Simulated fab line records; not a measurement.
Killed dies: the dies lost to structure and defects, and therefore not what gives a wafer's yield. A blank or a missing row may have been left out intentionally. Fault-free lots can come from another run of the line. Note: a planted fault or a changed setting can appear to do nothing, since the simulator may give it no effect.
fab line records	flow nandHarc
record: lots: 6	wafers: 18	lastDay: 33
route steps=1302 shown A_CHANNEL_HOLE_D1@454 A_CHANNEL_FILL_D1@490 END@1302
lots untouched by any fault: they come from a run of this same line in which no faults occurred
startH: the number of hours between the record's first day and the start of the first shown wafer of the lot	waitH: how many hours have passed since the lot's step before this one	" unchanged from the row above	L1.1+2: one row covering several wafers at once	- no value, or no start was given	* or withheld: withheld	< > ~ a bound
route shown NAME@n: names a module that has steps shown in the file, with the first one's number in the route	usual: the fault-free wafers' mean and standard deviation	same: alike in all rows	chamber/n: place in a boat	sites: each site's reading	_std_site: standard deviation across them	_edge_site: the outer-site mean with the inner-site mean subtracted	radiusMm: for every site, how far away it sits from the centre of the wafer	mask NAME#n: copy n	behind: the most recent tool/chamber to have shaped the wafer	hold: the reason the lot was held/the length of the hold in hours/how it ended	device: the transistor (n, p or np) that didn't switch	end of line: at the end of the route, the tests of the same wafers	where a step has no rows: the recipe by itself	killed: the dies lost at the first sort to structure and to defects; this is not the yield of the wafer	map: per-die view of a wafer (x killed, . not killed, _ where there is no die)
set.NAME: the run value of the setting; set.NAME@STEP: its run value at that earlier step	model.NAME: the simulator's own value behind a step, which no gauge read
certain route steps with their lots: each step a table, each wafer a row
services: when a tool's chamber went out of use (startH, in hours from the record's first day, below 0 if earlier), for how many hours, and the reason
== steps ==
step: NHARC_A_CHANNEL_HOLE_D1_COAT_36
recipe: tempC: 260	timeS: 75
step: NHARC_A_CHANNEL_HOLE_D1_COAT_37
recipe: tempC: 225	timeS: 65
step: NHARC_A_CHANNEL_HOLE_D1_COAT_04
recipe: spinRpm: 1500	resistThkNm: 90
step: NHARC_A_CHANNEL_HOLE_D1_SOFTBAKE_05
recipe: tempC: 105	timeS: 55
step: NHARC_A_CHANNEL_HOLE_D1_EBR_06
step: NHARC_A_CHANNEL_HOLE_D1_EXPOSE_07
recipe: na: 1.35	targetCdNm: 100	sigmaOuter: 0.3	doseMj: 59.65	maskId: HOLE_D1
step: NHARC_A_CHANNEL_HOLE_D1_PEB_08
recipe: pebTempC: 100	pebTimeS: 65
step: NHARC_A_CHANNEL_HOLE_D1_DEVELOP_09
recipe: developTimeS: 35	devTempC: 23
step: NHARC_A_CHANNEL_HOLE_D1_CD_MEAS_10
recipe: targetCdNm: 100	landingEnergyEv: 500
usual: cdNm: 100.1/0.62
same: landingEnergyEv: 500
lot.wafer	tool	chamber	startH	waitH	cdNm
L501.2	cdSem-01	0	195.73	-	100.8
L501.3	"	0	"	"	101.0
L501.5	"	0	"	"	100.7
L502.1	cdSem-03	0	201.74	-	99.5
L502.3	"	0	"	"	99.9
L502.4	"	0	"	"	99.6
L508.1	cdSem-01	0	253.15	-	100.3
L508.4	"	0	"	"	101.3
L508.6	"	0	"	"	100.9
L514.2	cdSem-01	0	320.93	-	99.8
L514.3	"	0	"	"	100.0
L514.5	"	0	"	"	101.2
L515.3	cdSem-02	0	330.44	-	99.2
L515.4	"	0	"	"	101.1
L515.6	"	0	"	"	99.8
L524.3	cdSem-01	0	409.97	-	99.6
L524.4	"	0	"	"	99.5
L524.6	"	0	"	"	99.5
step: NHARC_A_CHANNEL_HOLE_D1_OVL_MEAS_11
usual: overlayXNm: -0.1/0.73	overlayYNm: 0.0/0.82
lot.wafer	tool	chamber	startH	waitH	overlayXNm	overlayYNm
L501.2	overlay-02	-	195.81	-	0.9	-0.3
L501.3	"	-	"	"	0.7	-0.4
L501.5	"	-	"	"	0.9	-0.7
L502.1	overlay-02	-	201.82	-	0.3	0.7
L502.3	"	-	"	"	0.3	1.0
L502.4	"	-	"	"	-0.2	1.0
L508.1	overlay-01	-	253.24	-	-0.7	-0.5
L508.4	"	-	"	"	-0.2	0.2
L508.6	"	-	"	"	-0.7	0.1
L514.2	overlay-02	-	321.02	-	0.1	-0.4
L514.3	"	-	"	"	0.6	-0.3
L514.5	"	-	"	"	-0.4	-0.6
L515.3	overlay-01	-	330.52	-	-0.9	1.7
L515.4	"	-	"	"	-0.8	1.9
L515.6	"	-	"	"	-1.0	2.1
L524.3	overlay-02	-	410.06	-	0.5	0.9
L524.4	"	-	"	"	0.6	1.3
L524.6	"	-	"	"	1.2	1.2
step: NHARC_A_CHANNEL_HOLE_D1_INSPECT_12
usual: rawDefectCount: 5.5/2.8
lot.wafer	tool	chamber	startH	waitH	rawDefectCount
L501.2	defectInspect-02	-	195.85	0.0	4
L501.3	"	-	"	"	2
L501.5	"	-	"	"	5
L502.1	defectInspect-01	-	201.86	0.0	5
L502.3	"	-	"	"	4
L502.4	"	-	"	"	13
L508.1	defectInspect-02	-	253.28	0.0	5
L508.4	"	-	"	"	6
L508.6	"	-	"	"	7
L514.2	defectInspect-02	-	321.05	0.0	6
L514.3	"	-	"	"	9
L514.5	"	-	"	"	9
L515.3	defectInspect-01	-	330.56	0.0	11
L515.4	"	-	"	"	7
L515.6	"	-	"	"	10
L524.3	defectInspect-02	-	410.09	0.0	7
L524.4	"	-	"	"	4
L524.6	"	-	"	"	1
step: NHARC_A_CHANNEL_HOLE_D1_DESCUM_15
recipe: timeS: 3	o2FlowSccm: 200	arFlowSccm: 0	biasPowerW: 0	chemistry: O2
step: NHARC_A_CHANNEL_HOLE_D1_ETCH_38
recipe: targetDepthA: 390	overEtchFrac: 0.3	timeS: 65	ionEnergyEv: 80	cf4FlowSccm: 150	arFlowSccm: 0	rfW: 300	biasW: 100	chemistry: CF4
usual: drypumpMotorCurrentA: 5.5/0.4	oesProductAu: 0.996/0.011	rfVppV: 151.4/1.1	showerheadPlenumPTorr: 1.78/0.069	throttleValvePct: 13.284/0.0093
lot.wafer	tool	chamber	startH	waitH	drypumpMotorCurrentA	oesProductAu	rfHoursCounterH	rfVppV	showerheadPlenumPTorr	throttleValvePct
L501.3	rieDiel-06	1	196.01	0.1	5.3	1.021	18	151.2	1.77	13.286
L501.2	"	2	"	"	5.4	0.998	20	151.0	1.72	13.277
L501.5	"	0	"	"	5.0	0.991	-	152.7	1.90	13.273
L502.3	rieDiel-03	0	202.02	0.1	5.2	0.989	35	150.5	1.67	13.275
L502.1	"	2	"	"	5.4	0.976	35	151.3	1.81	13.281
L502.4	"	2	"	"	5.4	0.978	-	150.9	1.81	13.282
L508.4	rieDiel-08	2	253.44	0.1	6.2	1.018	4	151.4	1.88	13.288
L508.1	"	3	"	"	5.6	0.985	6	151.3	1.75	13.289
L508.6	"	1	"	"	5.3	0.995	-	150.9	1.70	13.275
L514.2	rieDiel-08	3	321.22	0.1	5.6	0.987	12	149.9	1.75	13.267
L514.3	"	1	"	"	5.3	0.990	10	149.7	1.70	13.283
L514.5	"	3	"	"	5.6	0.988	-	152.3	1.75	13.282
L515.4	rieDiel-08	3	330.72	0.1	5.6	0.991	13	150.5	1.75	13.276
L515.3	"	0	"	"	5.0	0.989	11	153.1	1.76	13.287
L515.6	"	2	"	"	6.2	1.006	-	152.3	1.88	13.280
L524.4	rieDiel-03	3	410.24	0.1	5.7	0.998	46	151.1	1.75	13.276
L524.3	"	0	"	"	5.2	0.992	44	149.4	1.65	13.280
L524.6	"	2	"	"	5.4	1.005	-	152.6	1.79	13.286
step: NHARC_A_CHANNEL_HOLE_D1_ETCH_39
recipe: targetDepthA: 2600	overEtchFrac: 0.3	timeS: 325	ionEnergyEv: 200	n2FlowSccm: 150	h2FlowSccm: 150	arFlowSccm: 0	rfW: 400	biasW: 150	chemistry: N2/H2
step: NHARC_A_CHANNEL_HOLE_D1_ETCH_34
recipe: targetDepthA: 1540	timeS: 77	cf4FlowSccm: 100	chf3FlowSccm: 30	arFlowSccm: 0	rfW: 500	biasW: 200	chemistry: CF4/CHF3
step: NHARC_A_CHANNEL_HOLE_D1_ETCH_16
recipe: targetDepthA: 31000	overEtchFrac: 0.3	timeS: 806	ionEnergyEv: 150	o2FlowSccm: 400	cosFlowSccm: 20	arFlowSccm: 0	rfW: 500	biasW: 300	chemistry: O2/COS
step: NHARC_A_CHANNEL_HOLE_D1_CD_MEAS_18
usual: cdNm: 100/3.2
lot.wafer	tool	chamber	startH	waitH	cdNm
L501.2	cdSem-03	-	197.02	-	101
L501.3	"	-	"	"	98
L501.5	"	-	"	"	98
L502.1	cdSem-01	-	203.24	-	101
L502.3	"	-	"	"	97
L502.4	"	-	"	"	104
L508.1	cdSem-02	-	254.44	-	100
L508.4	"	-	"	"	101
L508.6	"	-	"	"	98
L514.2	cdSem-03	-	322.43	-	99
L514.3	"	-	"	"	94
L514.5	"	-	"	"	99
L515.3	cdSem-02	-	331.73	-	97
L515.4	"	-	"	"	106
L515.6	"	-	"	"	98
L524.3	cdSem-03	-	411.27	-	97
L524.4	"	-	"	"	103
L524.6	"	-	"	"	93
step: NHARC_A_CHANNEL_HOLE_D1_ETCH_19
recipe: biasV: 1200	sourceW: 2500	pressureMtorr: 15	timeS: 34.5	arFlowSccm: 375	c4f8FlowSccm: 28.8	o2FlowSccm: 96.2	tempC: -20	targetDepthA: *	chemistry: C4F8/O2/Ar
step: NHARC_A_CHANNEL_HOLE_D1_ETCH_20
recipe: biasV: 3000	sourceW: withheld	pressureMtorr: 20	timeS: 361.9	arFlowSccm: 375	c4f8FlowSccm: 89.3	o2FlowSccm: 35.7	tempC: -20	targetDepthA: 16000	chemistry: C4F8/O2/Ar
step: NHARC_A_CHANNEL_HOLE_D1_ETCH_21
recipe: biasV: 3000	sourceW: withheld	pressureMtorr: 20	timeS: 514.3	arFlowSccm: 375	c4f8FlowSccm: 89.3	o2FlowSccm: 35.7	tempC: -20	targetDepthA: 16000	chemistry: C4F8/O2/Ar
usual: drypumpMotorCurrentA: 5.76/0.24	showerheadPlenumPTorr: 3.67/0.063	throttleValvePct: 32.154/0.0086
lot.wafer	tool	chamber	startH	waitH	drypumpMotorCurrentA	rfHoursCounterH	showerheadPlenumPTorr	throttleValvePct
L501.2	harEtch-01	1	200.34	0.3	5.67	96	3.73	32.151
L501.3	"	0	"	"	5.34	-	3.60	32.168
L501.5	"	1	"	"	5.69	-	3.73	32.150
L502.1	harEtch-02	0	203.74	0.3	6.05	302	3.67	32.159
L502.4	"	0	"	"	6.03	-	3.67	32.163
L502.3	"	1	"	"	5.76	-	3.76	32.176
L508.1	harEtch-01	0	255.02	0.3	5.34	126	3.58	32.158
L508.4	"	0	"	"	5.34	-	3.58	32.152
L508.6	"	0	"	"	5.36	-	3.58	32.155
L514.2	harEtch-02	0	322.93	0.3	6.03	368	3.64	32.143
L514.3	"	1	"	"	5.80	-	3.73	32.146
L514.5	"	0	"	"	6.02	-	3.64	32.163
L515.3	harEtch-02	0	332.38	0.3	6.00	-	3.64	32.141
L515.4	"	1	"	"	5.76	-	3.72	32.151
L515.6	"	0	"	"	6.01	-	3.64	32.157
L524.4	harEtch-02	0	413.96	0.3	6.04	-	3.61	32.144
L524.3	"	1	"	"	5.77	-	3.70	32.157
L524.6	"	1	"	"	5.77	-	3.70	32.153
step: NHARC_A_CHANNEL_HOLE_D1_ETCH_22
recipe: biasV: 3000	sourceW: withheld	pressureMtorr: 20	timeS: 666.7	arFlowSccm: 375	c4f8FlowSccm: 89.3	o2FlowSccm: 35.7	tempC: -20	targetDepthA: 16000	chemistry: C4F8/O2/Ar
step: NHARC_A_CHANNEL_HOLE_D1_ETCH_23
recipe: biasV: 5000	sourceW: withheld	pressureMtorr: 20	timeS: 819	arFlowSccm: 375	c4f8FlowSccm: 89.3	o2FlowSccm: 35.7	tempC: -20	targetDepthA: 16000	chemistry: C4F8/O2/Ar
usual: drypumpMotorCurrentA: 5.76/0.25	showerheadPlenumPTorr: 3.67/0.063	throttleValvePct: 32.156/0.0093
lot.wafer	tool	chamber	startH	waitH	drypumpMotorCurrentA	rfHoursCounterH	showerheadPlenumPTorr	throttleValvePct
L501.2	harEtch-01	1	201.35	0.5	5.68	97	3.73	32.157
L501.3	"	0	"	"	5.30	-	3.60	32.168
L501.5	"	1	"	"	5.68	-	3.73	32.154
L502.1	harEtch-02	0	204.76	0.5	6.02	303	3.67	32.153
L502.4	"	0	"	"	6.02	-	3.67	32.146
L502.3	"	1	"	"	5.77	-	3.76	32.159
L508.1	harEtch-01	0	256.07	0.5	5.32	127	3.58	32.161
L508.4	"	0	"	"	5.32	-	3.58	32.160
L508.6	"	0	"	"	5.34	-	3.58	32.157
L514.2	harEtch-02	0	323.94	0.5	6.04	369	3.64	32.152
L514.3	"	1	"	"	5.78	-	3.73	32.170
L514.5	"	0	"	"	6.06	-	3.64	32.168
L515.3	harEtch-02	0	333.48	0.5	6.05	-	3.64	32.161
L515.4	"	1	"	"	5.76	-	3.72	32.152
L515.6	"	0	"	"	6.03	-	3.64	32.150
L524.4	harEtch-02	0	415.06	0.5	6.02	-	3.61	32.145
L524.3	"	1	"	"	5.82	-	3.70	32.162
L524.6	"	1	"	"	5.82	-	3.70	32.175
step: NHARC_A_CHANNEL_HOLE_D1_ETCH_24
recipe: biasV: 5000	sourceW: withheld	pressureMtorr: 20	timeS: 906.2	arFlowSccm: 375	c4f8FlowSccm: 93.8	o2FlowSccm: 31.2	tempC: -20	targetDepthA: 15000	chemistry: C4F8/O2/Ar
usual: drypumpMotorCurrentA: 5.75/0.25	showerheadPlenumPTorr: 3.66/0.062	throttleValvePct: 32.235/0.0085
lot.wafer	tool	chamber	startH	waitH	drypumpMotorCurrentA	rfHoursCounterH	showerheadPlenumPTorr	throttleValvePct
L501.2	harEtch-01	1	202.05	0.6	5.70	97	3.72	32.254
L501.3	"	0	"	"	5.31	-	3.59	32.232
L501.5	"	1	"	"	5.68	-	3.72	32.233
L502.1	harEtch-02	0	205.46	0.6	6.03	304	3.67	32.252
L502.4	"	0	"	"	6.01	-	3.67	32.249
L502.3	"	1	"	"	5.75	-	3.76	32.223
L508.1	harEtch-01	0	256.78	0.6	5.31	128	3.58	32.231
L508.4	"	0	"	"	5.34	-	3.58	32.233
L508.6	"	0	"	"	5.31	-	3.58	32.218
L514.2	harEtch-02	0	324.64	0.6	6.05	369	3.63	32.252
L514.3	"	1	"	"	5.78	-	3.72	32.236
L514.5	"	0	"	"	6.02	-	3.63	32.241
L515.3	harEtch-02	0	334.20	0.6	6.00	-	3.63	32.225
L515.4	"	1	"	"	5.81	-	3.72	32.246
L515.6	"	0	"	"	6.01	-	3.63	32.241
L524.4	harEtch-02	0	415.77	0.6	6.06	-	3.61	32.237
L524.3	"	1	"	"	5.75	-	3.69	32.228
L524.6	"	1	"	"	5.76	-	3.69	32.239
step: NHARC_A_CHANNEL_HOLE_D1_ETCH_25
recipe: biasV: 5000	sourceW: withheld	pressureMtorr: 20	timeS: 1040.2	arFlowSccm: 375	c4f8FlowSccm: 93.8	o2FlowSccm: 31.2	tempC: -20	targetDepthA: 15000	chemistry: C4F8/O2/Ar
step: NHARC_A_CHANNEL_HOLE_D1_ETCH_26
recipe: biasV: 300	sourceW: 2000	pressureMtorr: 30	timeS: 224.1	arFlowSccm: 375	c4f8FlowSccm: 11.4	o2FlowSccm: 113.6	tempC: -20	targetDepthA: 3000	chemistry: C4F8/O2/Ar
step: NHARC_A_CHANNEL_HOLE_D1_ETCH_33
recipe: biasV: 400	sourceW: 2000	pressureMtorr: 25	timeS: 90	arFlowSccm: 375	c4f8FlowSccm: 41.7	o2FlowSccm: 83.3	tempC: -20	targetDepthA: 4000	chemistry: C4F8/O2/Ar
usual: drypumpMotorCurrentA: 5.76/0.24	showerheadPlenumPTorr: 3.70/0.065	throttleValvePct: 27.620/0.0087
lot.wafer	tool	chamber	startH	waitH	drypumpMotorCurrentA	rfHoursCounterH	showerheadPlenumPTorr	throttleValvePct
L501.2	harEtch-01	1	203.88	0.2	5.71	99	3.77	27.614
L501.3	"	0	"	"	5.33	-	3.64	27.620
L501.5	"	1	"	"	5.68	-	3.77	27.621
L502.1	harEtch-02	0	207.30	0.2	6.03	306	3.71	27.612
L502.4	"	0	"	"	6.03	-	3.71	27.632
L502.3	"	1	"	"	5.75	-	3.80	27.632
L508.1	harEtch-01	0	258.52	0.2	5.33	130	3.62	27.638
L508.4	"	0	"	"	5.31	-	3.62	27.602
L508.6	"	0	"	"	5.32	-	3.62	27.624
L514.2	harEtch-02	0	326.48	0.2	6.02	371	3.67	27.618
L514.3	"	1	"	"	5.79	-	3.77	27.619
L514.5	"	0	"	"	6.03	-	3.68	27.621
L515.3	harEtch-02	0	335.85	0.2	6.03	-	3.67	27.619
L515.4	"	1	"	"	5.80	-	3.76	27.623
L515.6	"	0	"	"	6.03	-	3.67	27.617
L524.4	harEtch-02	0	417.43	0.2	6.04	-	3.65	27.617
L524.3	"	1	"	"	5.74	-	3.74	27.617
L524.6	"	1	"	"	5.75	-	3.74	27.626
step: NHARC_A_CHANNEL_HOLE_D1_STRIP_41
recipe: n2FlowSccm: 150	h2FlowSccm: 150	arFlowSccm: 0	biasW: 0	chemistry: N2/H2
step: NHARC_A_CHANNEL_HOLE_D1_STRIP_42
recipe: cf4FlowSccm: 100	chf3FlowSccm: 30	arFlowSccm: 0	biasW: 0	chemistry: CF4/CHF3
step: NHARC_A_CHANNEL_HOLE_D1_STRIP_43
recipe: o2FlowSccm: 400	cosFlowSccm: 20	arFlowSccm: 0	biasW: 0	chemistry: O2/COS
step: NHARC_A_CHANNEL_HOLE_D1_ETCH_44
recipe: targetDepthA: 1400	overetchA: 140	timeS: 77	ionEnergyEv: 100	cf4FlowSccm: 80	o2FlowSccm: 20	arFlowSccm: 0	rfW: 300	biasW: 100	chemistry: CF4/O2
step: NHARC_A_CHANNEL_HOLE_D1_STRIP_27
recipe: o2FlowSccm: 500	arFlowSccm: 0	biasW: 0	chemistry: O2
usual: drypumpMotorCurrentA: 5.5/0.38	oesProductAu: 0.996/0.012	rfVppV: 57.8/0.97	showerheadPlenumPTorr: 3.54/0.14	throttleValvePct: 17.035/0.0093
lot.wafer	tool	chamber	startH	waitH	drypumpMotorCurrentA	oesProductAu	rfHoursCounterH	rfVppV	showerheadPlenumPTorr	throttleValvePct
L501.3	rieDiel-06	0	-	-	5.0	0.983	23	60.7	3.79	17.031
L501.2	"	2	"	"	5.4	1.001	22	57.2	3.43	17.036
L501.5	"	0	"	"	5.0	0.975	-	57.5	3.79	17.037
L502.1	rieDiel-03	3	-	-	5.7	0.997	36	58.0	3.53	17.030
L502.3	"	0	"	"	5.2	0.967	36	57.5	3.32	17.024
L502.4	"	2	"	"	5.4	0.972	-	59.9	3.62	17.022
L508.1	rieDiel-03	2	-	-	5.4	0.982	56	57.6	3.61	17.044
L508.4	"	3	"	"	5.6	1.007	57	56.8	3.52	17.041
L508.6	"	3	"	"	5.6	1.016	-	56.7	3.52	17.040
L514.2	rieDiel-03	3	-	-	5.6	0.997	14	58.2	3.51	17.052
L514.3	"	2	"	"	5.4	1.005	14	57.2	3.59	17.019
L514.5	"	0	"	"	5.2	0.997	-	57.0	3.30	17.036
L515.4	rieDiel-03	2	-	-	5.4	1.001	15	58.1	3.59	17.031
L515.3	"	3	"	"	5.7	0.996	15	56.7	3.51	17.035
L515.6	"	2	"	"	5.4	1.003	-	58.1	3.59	17.021
L524.3	rieDiel-08	3	-	-	5.6	1.004	3	57.5	3.49	17.039
L524.4	"	1	"	"	5.3	0.989	3	58.1	3.39	17.048
L524.6	"	0	"	"	5.0	1.003	-	56.2	3.50	17.031
step: NHARC_A_CHANNEL_HOLE_D1_PRECLEAN_28
recipe: timeS: *	tempC: 50	bathAgeMin: 0	chemistry: SC1
step: NHARC_A_CHANNEL_HOLE_D1_SRD_29
step: NHARC_A_CHANNEL_HOLE_D1_CD_MEAS_30
usual: cdNm: 89.9/1.7
lot.wafer	tool	chamber	startH	waitH	cdNm
L501.2	cdSem-03	-	205.57	-	93.5
L501.3	"	-	"	"	92.4
L501.5	"	-	"	"	91.6
L502.1	cdSem-02	-	209.01	-	86.1
L502.3	"	-	"	"	86.9
L502.4	"	-	"	"	86.6
L508.1	cdSem-03	-	260.03	-	88.2
L508.4	"	-	"	"	92.0
L508.6	"	-	"	"	92.2
L514.2	cdSem-02	-	328.02	-	91.5
L514.3	"	-	"	"	91.4
L514.5	"	-	"	"	94.1
L515.3	cdSem-03	-	337.32	-	89.3
L515.4	"	-	"	"	92.0
L515.6	"	-	"	"	90.6
L524.3	cdSem-01	-	418.91	-	88.0
L524.4	"	-	"	"	88.7
L524.6	"	-	"	"	88.7
step: NHARC_A_CHANNEL_HOLE_D1_XSEM_31
recipe: landingEnergyEv: 35000
step: NHARC_A_CHANNEL_HOLE_D1_INSPECT_40
usual: rawDefectCount: 79/24
lot.wafer	tool	chamber	startH	waitH	rawDefectCount
L501.2	defectInspect-01	-	205.75	-	53
L501.3	"	-	"	"	54
L501.5	"	-	"	"	59
L502.1	defectInspect-02	-	209.20	-	95
L502.3	"	-	"	"	119
L502.4	"	-	"	"	98
L508.1	defectInspect-02	-	260.21	-	66
L508.4	"	-	"	"	65
L508.6	"	-	"	"	48
L514.2	defectInspect-02	-	328.20	-	888
L514.3	"	-	"	"	850
L514.5	"	-	"	"	864
L515.3	defectInspect-02	-	337.51	-	911
L515.4	"	-	"	"	903
L515.6	"	-	"	"	889
L524.3	defectInspect-02	-	419.09	-	49
L524.4	"	-	"	"	41
L524.6	"	-	"	"	48
step: NHARC_A_CHANNEL_FILL_D1_PRECLEAN_00
recipe: timeS: *	tempC: 50	bathAgeMin: 0	chemistry: SC1
step: NHARC_END_SORT_01
recipe: tempC: 25
usual: killedAtArray: 61/24	killedAtOther: 1.2/1.3	killedAtPeriphery: 3.7/2.6	killedDies: 66/23	killedOpen: 3.3/1.8	killedShort: 2.4/1.6
same: grossDies: 677
lot.wafer	tool	chamber	startH	waitH	killedAtArray	killedAtOther	killedAtPeriphery	killedDies	killedOpen	killedShort
L514.2	prober-01	0	704.75	2.8	148	0	2	150	1	5
L514.3	prober-01	0	705.55	3.1	125	4	4	133	2	1
L514.5	prober-01	0	707.14	3.7	138	0	6	144	2	1
L515.3	prober-01	0	718.16	3.1	113	5	0	118	3	0
L515.4	prober-01	0	718.96	3.4	146	4	1	151	2	3
L515.6	prober-01	0	720.56	4.0	119	1	2	122	4	3
killed by level:class
L514.2 A_CHANNEL_HOLE_D1:unspecified=88 A_CHANNEL_HOLE_D1:chamberFilmFlake=32 A_STAIRCASE:chamberFilmFlake=6 A_DECK1_JOINT:chamberFilmFlake=6 A_SLIT:chamberFilmFlake=6 A_CHANNEL_HOLE_D2:chamberFilmFlake=4 A_ONON_D2:geometricParticle:short=2 P_STI:geometricParticle:short=1
L514.3 A_CHANNEL_HOLE_D1:unspecified=86 A_CHANNEL_HOLE_D1:chamberFilmFlake=16 A_CHANNEL_HOLE_D2:chamberFilmFlake=9 A_STAIRCASE:chamberFilmFlake=5 THIN_TSV:chamberFilmFlake=4 A_SLIT:chamberFilmFlake=4 P_GATE:chamberFilmFlake=2 P_CONTACT:geometricParticle:open=1
L514.5 A_CHANNEL_HOLE_D1:unspecified=88 A_CHANNEL_HOLE_D1:chamberFilmFlake=30 A_STAIRCASE:chamberFilmFlake=6 A_SLIT:chamberFilmFlake=6 A_CHANNEL_HOLE_D2:chamberFilmFlake=3 P_GATE:chamberFilmFlake=2 P_CONTACT:chamberFilmFlake=2 A_CHANNEL_FILL_D2:chamberFilmFlake=2
L515.3 A_CHANNEL_HOLE_D1:unspecified=70 A_CHANNEL_HOLE_D1:chamberFilmFlake=27 A_SLIT:chamberFilmFlake=6 THIN_TSV:chamberFilmFlake=5 A_CONTACT:chamberFilmFlake=4 A_WL_FILL:geometricParticle:open=2 A_STAIRCASE:chamberFilmFlake=2 A_CHANNEL_HOLE_D2:geometricParticle:open=1
L515.4 A_CHANNEL_HOLE_D1:unspecified=102 A_CHANNEL_HOLE_D1:chamberFilmFlake=28 A_STAIRCASE:chamberFilmFlake=4 A_SLIT:chamberFilmFlake=3 A_CONTACT:chamberFilmFlake=3 THIN_TSV:chamberFilmFlake=3 A_SGD_CUT:chamberFilmFlake=2 P_CONTACT:geometricParticle:open=1
L515.6 A_CHANNEL_HOLE_D1:unspecified=74 A_CHANNEL_HOLE_D1:chamberFilmFlake=26 A_CONTACT:chamberFilmFlake=5 A_SLIT:chamberFilmFlake=4 A_CHANNEL_FILL_D1:geometricParticle:open=2 A_STAIRCASE:chamberFilmFlake=2 P_GATE:geometricParticle:open=1 P_GATE:geometricParticle:short=1
map L514.2 (x killed, . not)
____________.____________
_________......._________
_______..........._______
______.............______
_____..............._____
____.................____
____......xx.........____
___...xx..x.....x.....___
___......x.x.........x___
__......xxx...x........__
__..x.xxxxxx.x.........__
_.......xxxx............_
_.......xx.xx.x........._
_......xxx.x.x.....x...._
_.......xx.xxxx........._
_...x...xxxxxxxx........_
........xxxxxxxx.........
.....x.xxxxxxxxx.........
.......xxxxxxxxxx........
x......xxxxxxxxxx........
.....x..xxxxxxxxx........
_........xxxxxxxx..x...._
_.....x.xxxxxxxx........_
_..x....x.xxxxxxx......._
_........xxxx.x........._
_..........xxx.........x_
__............x........__
__...............x...x.__
___.........x.........___
___............xx.....___
____...........x.....____
____............x....____
_____.........x....._____
______.x...........______
_______......x...._______
_________.....xx_________
____________x____________
map L515.4 (x killed, . not)
____________.____________
_________......._________
_______..........._______
______.............______
_____..............._____
____.................____
____..x..............____
___...................___
___...................___
__x....................__
__...x....x.........x..__
_.........xx............_
_...........xx....x....._
_.....x.x.xxxxx........._
_.......x.xxxxxx........_
_.....x..xxxxxxx........_
.......xxxxxxxxxx........
........xxxxxxxxx........
..x....xxxxxxxxxx........
........xxxxxxxx.x...x...
........xxxxxxxx.........
_.......xxxxxxx.x......._
_......xxxxxxxxxx..x...._
_.........xxxxxx........_
_.......xxxxxxxxx......._
_........xxxxxx........._
__.........x.....x.....__
__...........xxxx.x....__
___.....x....xx.x.x...___
___.x..x...x.xxxxx....___
____.........xxxx....____
____..........xxx.x..____
_____........x.xx..._____
______.............______
_______..........._______
_________......._________
____________.____________
== services ==
tool	chamber	startH	hours	kind
rieDiel-03	0	187.09	-	clean
rieDiel-03	1	187.09	-	clean
rieDiel-03	2	187.09	-	clean
rieDiel-03	3	187.09	-	clean
rieDiel-08	-	190.80	9.0	pm
rieDiel-06	0	205.30	7.9	repair
rieDiel-03	0	211.59	-	clean
rieDiel-03	1	211.59	-	clean
rieDiel-08	2	220.81	3.7	repair
rieDiel-08	2	235.95	8.1	repair
rieDiel-06	0	266.68	1.7	repair
rieDiel-03	-	281.44	9.0	pm
rieDiel-06	3	299.02	2.8	repair
rieDiel-06	-	307.39	9.0	pm
rieDiel-08	0	317.44	8.6	repair
rieDiel-03	2	346.07	1.6	repair
rieDiel-08	-	367.80	9.0	pm
harEtch-02	-	380.97	17.0	pm
harEtch-02	0	380.97	17.0	ventCycle
harEtch-02	1	380.97	17.0	ventCycle
harEtch-02	0	397.97	-	clean
harEtch-02	0	397.97	-	consumableReplace:focusRing
harEtch-02	1	397.97	-	clean
harEtch-02	1	397.97	-	consumableReplace:focusRing
== key ==
firstSign: step: NHARC_A_CHANNEL_HOLE_D1_INSPECT_40	reading: rawDefectCount	direction: up	sigmas: 33	usual: 79	struck: 884
effect: step: NHARC_END_SORT_01	reading: killedDies	direction: up	sigmas: 3.1	usual: 66	struck: 136
moreKillsBornAt: NHARC_A_CHANNEL_HOLE_D1_ETCH_38@rieDiel-08: 508
metAt NHARC_A_CHANNEL_HOLE_D1_ETCH_38
struckWafers L514.2,L514.3,L514.5,L515.3,L515.4,L515.6
testerLeftOut L514,L515
onsetBetween 253.44 321.22
alsoFits NHARC_A_CHANNEL_HOLE_D1_STRIP_27:rieDiel-03
fault: kind: chamberParticleSource	tool: rieDiel-08	chamber: -	onsetH: 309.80	steps: NHARC_A_CHANNEL_HOLE_D1_ETCH_38	ratePerVisitCm2: 1.217	endH: 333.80
testerLeftOut: of these lots the tester's yield and bins aren't shown, on N5 and GAA mostly nor the transistor test; their killed dies are dies lost to structure and defects alone, not to doping, threshold or leakage, so they don't give the yield
